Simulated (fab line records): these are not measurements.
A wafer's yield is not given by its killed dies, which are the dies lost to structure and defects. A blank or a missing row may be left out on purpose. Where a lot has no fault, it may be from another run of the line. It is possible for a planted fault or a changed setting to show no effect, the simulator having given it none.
fab line records	flow nand_harc
record lots=6	wafers=18	last_day=26
route steps=1159 shown A_CHANNEL_HOLE_D1@469 A_CHANNEL_FILL_D1@490 END@1159
lots that met no fault: from a run of the same line without faults
start_h: hours from the record's first day to the start of the lot's first wafer shown	wait_h: time in hours since the lot's previous step	" the same as in the row above	L1.1+2: a row that stands for several wafers	- either no value or no given start	* or withheld: withheld	< > ~ a bound
route shown NAME@n: names a module that has steps shown in the file, with the first one's number in the route	usual: mean/standard deviation of fault-free wafers	same: alike in all rows	chamber/n: place in a boat	sites: per-site readings	_std_site: how widely they spread, as a standard deviation	_edge_site: inner sites' mean taken away from outer sites' mean	radius_mm: for every site, how far away it sits from the centre of the wafer	mask NAME#n: copy n	behind: the most recent tool/chamber to have shaped the wafer	hold: reason for holding the lot/hours on hold/outcome of the hold	device: transistor that didn't switch, given as n, p or np	end of line: the same wafers' tests at the end of the route	a step with no rows: only its recipe	killed: at the first sort, the dies lost to defects and structure; wafer yield is something else	map: the dies of a wafer, with x for killed, . for not killed, _ for no die there
set.NAME: the run value of the setting; set.NAME@STEP: its run value at that earlier step	model.NAME: the simulator's own value behind a step, which no gauge read
lots at selected steps of the route; one table per step, one row per wafer
services: a tool's chamber out of use, with start hour (start_h, from the record's first day; less than 0 if before it), hours out, and reason
## steps
# step NHARC_A_CHANNEL_HOLE_D1_ETCH_16
# recipe target_depth_a=31000	over_etch_frac=0.3	time_s=806	ion_energy_ev=150	o2_flow_sccm=400	cos_flow_sccm=20	ar_flow_sccm=0	rf_w=500	bias_w=300	chemistry=O2/COS
# usual cos_flow_sccm=20.01/0.063	drypump_motor_current_A=5.9/0.49	oes_product_au=0.996/0.012	rf_vpp_V=315.2/2.1	showerhead_plenum_p_Torr=3.20/0.12	throttle_valve_pct=28.330/0.01
lot.wafer	tool	chamber	start_h	wait_h	cos_flow_sccm	drypump_motor_current_A	oes_product_au	rf_hours_counter_h	rf_vpp_V	showerhead_plenum_p_Torr	throttle_valve_pct
L881.2	rie_diel-06	1	-	-	19.98	6.0	0.999	8	311.2	2.93	28.328
L881.4	"	3	"	"	20.07	6.0	0.972	8	311.7	2.92	28.321
L881.5	"	2	"	"	19.97	5.6	1.007	-	313.3	3.13	28.315
L885.3	rie_diel-06	1	-	-	20.03	5.9	0.989	12	310.2	2.93	28.328
L885.2	"	3	"	"	20.02	6.0	0.997	10	311.8	2.92	28.333
L885.6	"	2	"	"	20.08	5.6	0.998	-	314.6	3.13	28.326
L892.4	rie_diel-09	0	-	-	20.02	5.3	0.990	11	316.6	3.25	28.344
L892.2	"	3	"	"	19.99	5.5	1.005	11	316.9	3.29	28.332
L892.6	"	0	"	"	20.07	5.3	0.996	-	316.3	3.25	28.333
L893.3	rie_diel-09	0	-	-	19.95	5.3	0.968	0	316.5	3.25	28.336
L893.4	"	2	"	"	19.82	6.2	0.966	0	316.8	3.29	28.333
L893.5	"	1	"	"	20.04	6.6	0.995	-	316.4	3.23	28.338
L900.3	rie_diel-09	1	-	-	20.04	6.6	1.003	3	316.5	3.23	28.339
L900.6	"	1	"	"	20.02	6.6	1.002	-	315.3	3.23	28.340
L900.5	"	2	"	"	19.97	6.2	0.979	-	316.8	3.29	28.333
L902.3	rie_diel-09	3	-	-	20.04	5.5	0.993	4	316.3	3.29	28.335
L902.4	"	2	"	"	20.05	6.2	0.988	4	317.0	3.29	28.325
L902.5	"	3	"	"	19.96	5.5	0.987	-	317.4	3.29	28.319
# step NHARC_A_CHANNEL_HOLE_D1_CD_MEAS_18
# usual cd_nm=99/3.1
lot.wafer	tool	chamber	start_h	wait_h	cd_nm
L881.2	cd_sem-03	-	184.20	-	105
L881.4	"	-	"	"	101
L881.5	"	-	"	"	99
L885.2	cd_sem-03	-	220.08	-	101
L885.3	"	-	"	"	99
L885.6	"	-	"	"	97
L892.2	cd_sem-01	-	250.06	-	95
L892.4	"	-	"	"	98
L892.6	"	-	"	"	95
L893.3	cd_sem-01	-	265.28	-	98
L893.4	"	-	"	"	95
L893.5	"	-	"	"	105
L900.3	cd_sem-03	-	300.37	-	100
L900.5	"	-	"	"	98
L900.6	"	-	"	"	101
L902.3	cd_sem-02	-	317.49	-	98
L902.4	"	-	"	"	101
L902.5	"	-	"	"	99
# step NHARC_A_CHANNEL_HOLE_D1_ETCH_19
# recipe bias_v=1200	source_w=2500	pressure_mtorr=15	time_s=34.5	ar_flow_sccm=375	c4f8_flow_sccm=28.8	o2_flow_sccm=96.2	temp_c=-20	target_depth_a=*	chemistry=C4F8/O2/Ar
# step NHARC_A_CHANNEL_HOLE_D1_ETCH_20
# recipe bias_v=3000	source_w=withheld	pressure_mtorr=20	time_s=361.9	ar_flow_sccm=375	c4f8_flow_sccm=89.3	o2_flow_sccm=35.7	temp_c=-20	target_depth_a=16000	chemistry=C4F8/O2/Ar
# step NHARC_A_CHANNEL_HOLE_D1_ETCH_21
# recipe bias_v=3000	source_w=withheld	pressure_mtorr=20	time_s=514.3	ar_flow_sccm=375	c4f8_flow_sccm=89.3	o2_flow_sccm=35.7	temp_c=-20	target_depth_a=16000	chemistry=C4F8/O2/Ar
# usual drypump_motor_current_A=5.8/0.46	showerhead_plenum_p_Torr=3.73/0.14	throttle_valve_pct=32.154/0.0096
lot.wafer	tool	chamber	start_h	wait_h	drypump_motor_current_A	rf_hours_counter_h	showerhead_plenum_p_Torr	throttle_valve_pct
L881.2	har_etch-02	0	184.70	0.3	5.7	100	3.52	32.137
L881.4	"	1	"	"	6.6	-	3.88	32.163
L881.5	"	0	"	"	5.7	-	3.52	32.173
L885.2	har_etch-02	0	220.65	0.3	5.7	117	3.52	32.172
L885.3	"	0	"	"	5.7	-	3.52	32.164
L885.6	"	0	"	"	5.7	-	3.52	32.149
L892.2	har_etch-01	0	250.56	0.3	5.5	219	3.76	32.167
L892.4	"	0	"	"	5.5	-	3.76	32.137
L892.6	"	0	"	"	5.5	-	3.76	32.145
L893.4	har_etch-02	0	265.93	0.3	5.7	-	3.50	32.155
L893.3	"	1	"	"	6.7	-	3.85	32.179
L893.5	"	1	"	"	6.7	-	3.86	32.146
L900.3	har_etch-01	1	301.68	0.3	5.6	-	3.80	32.163
L900.6	"	1	"	"	5.6	-	3.80	32.141
L900.5	"	0	"	"	5.5	-	3.75	32.147
L902.4	har_etch-02	0	322.56	0.3	5.6	-	3.49	32.163
L902.3	"	1	"	"	6.7	-	3.84	32.160
L902.5	"	0	"	"	5.6	-	3.49	32.142
# step NHARC_A_CHANNEL_HOLE_D1_ETCH_22
# recipe bias_v=3000	source_w=withheld	pressure_mtorr=20	time_s=666.7	ar_flow_sccm=375	c4f8_flow_sccm=89.3	o2_flow_sccm=35.7	temp_c=-20	target_depth_a=16000	chemistry=C4F8/O2/Ar
# step NHARC_A_CHANNEL_HOLE_D1_ETCH_23
# recipe bias_v=5000	source_w=withheld	pressure_mtorr=20	time_s=819	ar_flow_sccm=375	c4f8_flow_sccm=89.3	o2_flow_sccm=35.7	temp_c=-20	target_depth_a=16000	chemistry=C4F8/O2/Ar
# step NHARC_A_CHANNEL_HOLE_D1_ETCH_24
# recipe bias_v=5000	source_w=withheld	pressure_mtorr=20	time_s=906.2	ar_flow_sccm=375	c4f8_flow_sccm=93.8	o2_flow_sccm=31.2	temp_c=-20	target_depth_a=15000	chemistry=C4F8/O2/Ar
# usual drypump_motor_current_A=5.9/0.46	showerhead_plenum_p_Torr=3.73/0.14	throttle_valve_pct=32.236/0.01
lot.wafer	tool	chamber	start_h	wait_h	drypump_motor_current_A	rf_hours_counter_h	showerhead_plenum_p_Torr	throttle_valve_pct
L881.2	har_etch-02	0	186.41	0.6	5.7	102	3.52	32.231
L881.4	"	1	"	"	6.6	-	3.87	32.230
L881.5	"	0	"	"	5.7	-	3.52	32.233
L885.2	har_etch-02	0	222.41	0.6	5.7	119	3.51	32.249
L885.3	"	0	"	"	5.7	-	3.51	32.217
L885.6	"	0	"	"	5.7	-	3.51	32.240
L892.2	har_etch-01	0	252.28	0.6	5.5	220	3.75	32.234
L892.4	"	0	"	"	5.5	-	3.75	32.250
L892.6	"	0	"	"	5.5	-	3.75	32.229
L893.4	har_etch-02	0	267.76	0.6	5.7	-	3.50	32.237
L893.3	"	1	"	"	6.6	-	3.85	32.225
L893.5	"	1	"	"	6.6	-	3.85	32.235
L900.3	har_etch-01	1	303.49	0.6	5.6	-	3.79	32.234
L900.6	"	1	"	"	5.6	-	3.79	32.234
L900.5	"	0	"	"	5.5	-	3.74	32.255
L902.4	har_etch-02	0	324.38	0.6	5.7	-	3.48	32.247
L902.3	"	1	"	"	6.6	-	3.83	32.240
L902.5	"	0	"	"	5.6	-	3.48	32.237
# step NHARC_A_CHANNEL_HOLE_D1_ETCH_25
# recipe bias_v=5000	source_w=withheld	pressure_mtorr=20	time_s=1040.2	ar_flow_sccm=375	c4f8_flow_sccm=93.8	o2_flow_sccm=31.2	temp_c=-20	target_depth_a=15000	chemistry=C4F8/O2/Ar
# usual drypump_motor_current_A=5.8/0.47	showerhead_plenum_p_Torr=3.73/0.14	throttle_valve_pct=32.235/0.0091
lot.wafer	tool	chamber	start_h	wait_h	drypump_motor_current_A	rf_hours_counter_h	showerhead_plenum_p_Torr	throttle_valve_pct
L881.2	har_etch-02	0	187.19	0.6	5.6	103	3.52	32.218
L881.4	"	1	"	"	6.6	-	3.87	32.232
L881.5	"	0	"	"	5.7	-	3.52	32.219
L885.2	har_etch-02	0	223.20	0.7	5.7	120	3.51	32.235
L885.3	"	0	"	"	5.7	-	3.51	32.239
L885.6	"	0	"	"	5.7	-	3.51	32.247
L892.2	har_etch-01	0	253.05	0.6	5.5	221	3.75	32.241
L892.4	"	0	"	"	5.5	-	3.75	32.229
L892.6	"	0	"	"	5.5	-	3.75	32.236
L893.4	har_etch-02	0	268.56	0.7	5.7	-	3.50	32.228
L893.3	"	1	"	"	6.6	-	3.85	32.242
L893.5	"	1	"	"	6.6	-	3.85	32.234
L900.3	har_etch-01	1	304.29	0.7	5.6	-	3.79	32.239
L900.6	"	1	"	"	5.6	-	3.79	32.242
L900.5	"	0	"	"	5.5	-	3.74	32.234
L902.4	har_etch-02	0	325.18	0.7	5.6	-	3.48	32.227
L902.3	"	1	"	"	6.7	-	3.83	32.232
L902.5	"	0	"	"	5.7	-	3.48	32.239
# step NHARC_A_CHANNEL_HOLE_D1_ETCH_26
# recipe bias_v=300	source_w=2000	pressure_mtorr=30	time_s=224.1	ar_flow_sccm=375	c4f8_flow_sccm=11.4	o2_flow_sccm=113.6	temp_c=-20	target_depth_a=3000	chemistry=C4F8/O2/Ar
# usual drypump_motor_current_A=5.9/0.46	showerhead_plenum_p_Torr=3.78/0.14	throttle_valve_pct=24.582/0.0091
lot.wafer	tool	chamber	start_h	wait_h	drypump_motor_current_A	rf_hours_counter_h	showerhead_plenum_p_Torr	throttle_valve_pct
L881.2	har_etch-02	0	188.06	0.7	5.7	103	3.56	24.576
L881.4	"	1	"	"	6.7	-	3.93	24.570
L881.5	"	0	"	"	5.7	-	3.56	24.576
L885.2	har_etch-02	0	223.98	0.6	5.7	121	3.55	24.581
L885.3	"	0	"	"	5.7	-	3.55	24.573
L885.6	"	0	"	"	5.7	-	3.55	24.573
L892.2	har_etch-01	0	253.93	0.7	5.5	222	3.81	24.575
L892.4	"	0	"	"	5.5	-	3.81	24.579
L892.6	"	0	"	"	5.5	-	3.81	24.583
L893.4	har_etch-02	0	269.22	0.5	5.7	-	3.54	24.597
L893.3	"	1	"	"	6.6	-	3.91	24.590
L893.5	"	1	"	"	6.6	-	3.91	24.582
L900.3	har_etch-01	1	304.94	0.5	5.6	-	3.85	24.588
L900.6	"	1	"	"	5.6	-	3.85	24.579
L900.5	"	0	"	"	5.5	-	3.79	24.568
L902.4	har_etch-02	0	325.82	0.5	5.7	-	3.52	24.571
L902.3	"	1	"	"	6.7	-	3.89	24.590
L902.5	"	0	"	"	5.7	-	3.52	24.579
# step NHARC_A_CHANNEL_HOLE_D1_ETCH_33
# recipe bias_v=400	source_w=2000	pressure_mtorr=25	time_s=90	ar_flow_sccm=375	c4f8_flow_sccm=41.7	o2_flow_sccm=83.3	temp_c=-20	target_depth_a=4000	chemistry=C4F8/O2/Ar
# step NHARC_A_CHANNEL_HOLE_D1_STRIP_41
# recipe n2_flow_sccm=150	h2_flow_sccm=150	ar_flow_sccm=0	bias_w=0	chemistry=N2/H2
# step NHARC_A_CHANNEL_HOLE_D1_STRIP_42
# recipe cf4_flow_sccm=100	chf3_flow_sccm=30	ar_flow_sccm=0	bias_w=0	chemistry=CF4/CHF3
lot.wafer	tool	chamber	start_h	wait_h
L881.2+4+5	rie_diel-05	2,3,3	188.88	0.1
L885.2+3+6	rie_diel-05	2,1,2	224.76	0.1
L892.2+4+6	rie_diel-05	0,1,3	254.76	0.1
L893.3+5+4	rie_diel-05	0,3,2	270.00	0.1
L900.3+5+6	rie_diel-06	1,3,0	305.70	0.1
L902.3+4+5	rie_diel-09	0,2,0	326.58	0.1
# step NHARC_A_CHANNEL_HOLE_D1_STRIP_43
# recipe o2_flow_sccm=400	cos_flow_sccm=20	ar_flow_sccm=0	bias_w=0	chemistry=O2/COS
# step NHARC_A_CHANNEL_HOLE_D1_ETCH_44
# recipe target_depth_a=1400	overetch_a=140	time_s=77	ion_energy_ev=100	cf4_flow_sccm=80	o2_flow_sccm=20	ar_flow_sccm=0	rf_w=300	bias_w=100	chemistry=CF4/O2
# step NHARC_A_CHANNEL_HOLE_D1_STRIP_27
# recipe o2_flow_sccm=500	ar_flow_sccm=0	bias_w=0	chemistry=O2
# step NHARC_A_CHANNEL_HOLE_D1_PRECLEAN_28
# recipe time_s=*	temp_c=50	bath_age_min=0	chemistry=SC1
# step NHARC_A_CHANNEL_HOLE_D1_SRD_29
# step NHARC_A_CHANNEL_HOLE_D1_CD_MEAS_30
# usual cd_nm=90.5/1.5
lot.wafer	tool	chamber	start_h	wait_h	cd_nm
L881.2	cd_sem-02	-	189.80	-	90.9
L881.4	"	-	"	"	89.8
L881.5	"	-	"	"	89.1
L885.2	cd_sem-03	-	225.69	-	90.6
L885.3	"	-	"	"	90.2
L885.6	"	-	"	"	88.7
L892.2	cd_sem-03	-	255.68	-	89.5
L892.4	"	-	"	"	94.0
L892.6	"	-	"	"	92.3
L893.3	cd_sem-01	-	271.53	-	88.8
L893.4	"	-	"	"	90.5
L893.5	"	-	"	"	89.3
L900.3	cd_sem-02	-	306.62	-	89.5
L900.5	"	-	"	"	87.0
L900.6	"	-	"	"	93.1
L902.3	cd_sem-03	-	327.53	-	91.4
L902.4	"	-	"	"	93.1
L902.5	"	-	"	"	88.3
# step NHARC_A_CHANNEL_HOLE_D1_XSEM_31
# recipe landing_energy_ev=35000
# step NHARC_A_CHANNEL_HOLE_D1_INSPECT_40
# usual raw_defect_count=65/16
lot.wafer	tool	chamber	start_h	wait_h	raw_defect_count
L881.2	defect_inspect-01	-	190.00	-	60
L881.4	"	-	"	"	30
L881.5	"	-	"	"	60
L885.2	defect_inspect-01	-	225.90	-	37
L885.3	"	-	"	"	43
L885.6	"	-	"	"	47
L892.2	defect_inspect-01	-	255.86	-	859
L892.4	"	-	"	"	68
L892.6	"	-	"	"	67
L893.3	defect_inspect-01	-	271.72	-	819
L893.4	"	-	"	"	53
L893.5	"	-	"	"	75
L900.3	defect_inspect-01	-	306.79	-	65
L900.5	"	-	"	"	80
L900.6	"	-	"	"	82
L902.3	defect_inspect-02	-	327.72	-	57
L902.4	"	-	"	"	81
L902.5	"	-	"	"	51
# step NHARC_A_CHANNEL_FILL_D1_PRECLEAN_00
# recipe time_s=*	temp_c=50	bath_age_min=0	chemistry=SC1
# step NHARC_END_SORT_01
# recipe temp_c=25
# usual killed_at_array=27/12	killed_at_other=0.9/1.1	killed_at_periphery=3.2/2.4	killed_dies=31/12	killed_open=3.3/1.7	killed_short=2.0/1.6
# same gross_dies=677
lot.wafer	tool	chamber	start_h	wait_h	killed_at_array	killed_at_other	killed_at_periphery	killed_dies	killed_open	killed_short
L885.2	prober-02	0	564.29	2.8	13	1	14	28	4	2
L885.3	prober-02	0	565.09	3.1	10	0	11	21	3	5
L885.6	prober-02	0	567.47	4.0	9	0	11	20	0	1
L892.2	prober-01	0	579.92	2.8	61	1	0	62	1	2
L892.4	prober-01	0	581.54	3.4	35	0	2	37	4	4
L892.6	prober-01	0	583.15	4.0	26	1	1	28	3	2
L893.3	prober-01	0	588.50	3.1	71	4	0	75	2	0
# killed by level:class
L885.2 A_CHANNEL_HOLE_D1:chamber_film_flake=7 P_M1:chamber_film_flake=6 P_CONTACT:chamber_film_flake=4 A_CONTACT:geometric_particle:open=2 P_STI:chamber_film_flake=2 A_CONTACT:chamber_film_flake=2 P_STI:geometric_particle:open=1 P_GATE:geometric_particle:short=1
L885.3 P_CONTACT:chamber_film_flake=4 P_M1:chamber_film_flake=3 A_ZERO_WELL:chamber_film_flake=3 A_WL_FILL:geometric_particle:short=2 P_STI:chamber_film_flake=2 P_M0:geometric_particle:short=1 P_M2:geometric_particle:open=1 A_CHANNEL_HOLE_D1:geometric_particle:short=1
L885.6 P_CONTACT:chamber_film_flake=7 P_GATE:chamber_film_flake=2 P_M1:chamber_film_flake=2 A_ZERO_WELL:chamber_film_flake=2 A_CHANNEL_HOLE_D1:chamber_film_flake=2 A_WL_FILL:chamber_film_flake=2 A_CONTACT:chamber_film_flake=2 A_CONTACT:geometric_particle:short=1
L892.2 A_CHANNEL_HOLE_D1:unspecified=42 A_CHANNEL_HOLE_D1:chamber_film_flake=15 A_WL_FILL:geometric_particle:short=2 A_BLC:geometric_particle:open=1 A_CONTACT:chamber_film_flake=1 THIN_TSV:chamber_film_flake=1
L892.4 A_CHANNEL_HOLE_D1:chamber_film_flake=23 A_CONTACT:geometric_particle:open=3 A_CONTACT:chamber_film_flake=3 A_STAIRCASE:chamber_film_flake=2 P_GATE:geometric_particle:short=1 P_M0:geometric_particle:short=1 A_CHANNEL_HOLE_D1:geometric_particle:open=1 A_BLC:geometric_particle:short=1
L892.6 A_CHANNEL_HOLE_D1:chamber_film_flake=19 A_SGD_CUT:geometric_particle:open=2 A_STAIRCASE:chamber_film_flake=2 A_CONTACT:chamber_film_flake=2 P_M0:geometric_particle:open=1 A_CONTACT:geometric_particle:short=1 STARTING-WAFER:geometric_particle:short=1
L893.3 A_CHANNEL_HOLE_D1:unspecified=46 A_SLIT:chamber_film_flake=12 A_CHANNEL_HOLE_D1:chamber_film_flake=5 THIN_TSV:chamber_film_flake=4 A_STAIRCASE:chamber_film_flake=3 A_SGD_CUT:geometric_particle:open=1 A_CONTACT:geometric_particle:open=1 A_WL_FILL:chamber_film_flake=1
# map L892.2 (x killed, . not)
____________.____________
_________......._________
_______..........._______
______.............______
_____..............._____
____..........x......____
____........x.x......____
___..........x....x...___
___...................___
__...........x.........__
__.........xxxxx.......__
_...........x..x........_
_...........xx.........._
_.............x........._
_......................._
_......................._
.........................
.........................
.........................
.........................
.......x.................
_..................x...._
_......................._
_......................._
_.......x.......x......._
_....x.................._
__....x................__
__.xx.x.x..............__
___.xxxxx.............___
___xxxxxx.............___
____xxxxxx...........____
____xxxxxx...........____
_____xxxxx.........._____
______xxxx.........______
_______xxx........_______
_________x......_________
____________.____________
# map L893.3 (x killed, . not)
____________.____________
_________......._________
_______.......x..._______
______.............______
_____..............._____
____.................____
____.................____
___...................___
___...................___
__.....................__
__........x.......x....__
_x......................_
_..................x...._
_..............x........_
_......................._
_......................._
x........................
...................x.....
.........................
.........................
.........................
_......x................_
_.....x.x..............._
_......x...............x_
_......xx..............._
_....xx...xx............_
__...xxxx..x...........__
__x.xxxxxx.x...........__
___xxxxxxx............___
___xxxxxxx............___
____xxxxxx...........____
____xxxxxx...........____
_____xxxxxxx........_____
______xxxx.x.......______
_______xxx.x......_______
_________x......_________
____________.____________
## services
tool	chamber	start_h	hours	kind
rie_diel-05	-	163.60	9.0	pm
rie_diel-06	-	178.28	0.2	repair
rie_diel-05	3	180.60	3.5	repair
rie_diel-09	0	184.12	-	clean
rie_diel-09	1	184.12	-	clean
rie_diel-09	2	184.12	-	clean
rie_diel-09	3	184.12	-	clean
rie_diel-09	2	203.33	9.9	repair
rie_diel-09	3	205.37	12.2	repair
rie_diel-09	0	208.62	-	clean
har_etch-01	-	226.55	1.2	repair
rie_diel-06	-	239.30	0.7	repair
rie_diel-06	-	241.20	9.0	pm
rie_diel-05	0	246.01	4.7	repair
rie_diel-09	-	254.10	9.0	pm
rie_diel-05	1	262.10	17.3	repair
rie_diel-05	1	298.42	10.8	repair
har_etch-01	-	305.26	17.0	pm
har_etch-01	0	305.26	17.0	vent_cycle
har_etch-01	1	305.26	17.0	vent_cycle
har_etch-01	0	322.26	-	clean
har_etch-01	0	322.26	-	consumable_replace:focus_ring
har_etch-01	1	322.26	-	clean
har_etch-01	1	322.26	-	consumable_replace:focus_ring
## key
first_sign step=NHARC_A_CHANNEL_HOLE_D1_INSPECT_40	reading=raw_defect_count	direction=up	sigmas=48	usual=65	struck=839
effect step=NHARC_END_SORT_01	reading=killed_at_array	direction=up	sigmas=3.3	usual=27	struck=66
more_kills_born_at NHARC_A_CHANNEL_HOLE_D1_STRIP_42@rie_diel-05=88
met_at NHARC_A_CHANNEL_HOLE_D1_STRIP_42
struck_wafers L892.2,L893.3
tester_left_out L892,L893
fault kind=chamber_particle_source	tool=rie_diel-05	chamber=0	onset_h=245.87	steps=NHARC_A_CHANNEL_HOLE_D1_STRIP_42	rate_per_visit_cm2=1.2181	end_h=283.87
# tester_left_out: of these lots the tester's yield and bins aren't shown, on N5 and GAA mostly nor the transistor test; their killed dies are dies lost to structure and defects alone, not to doping, threshold or leakage, so they don't give the yield
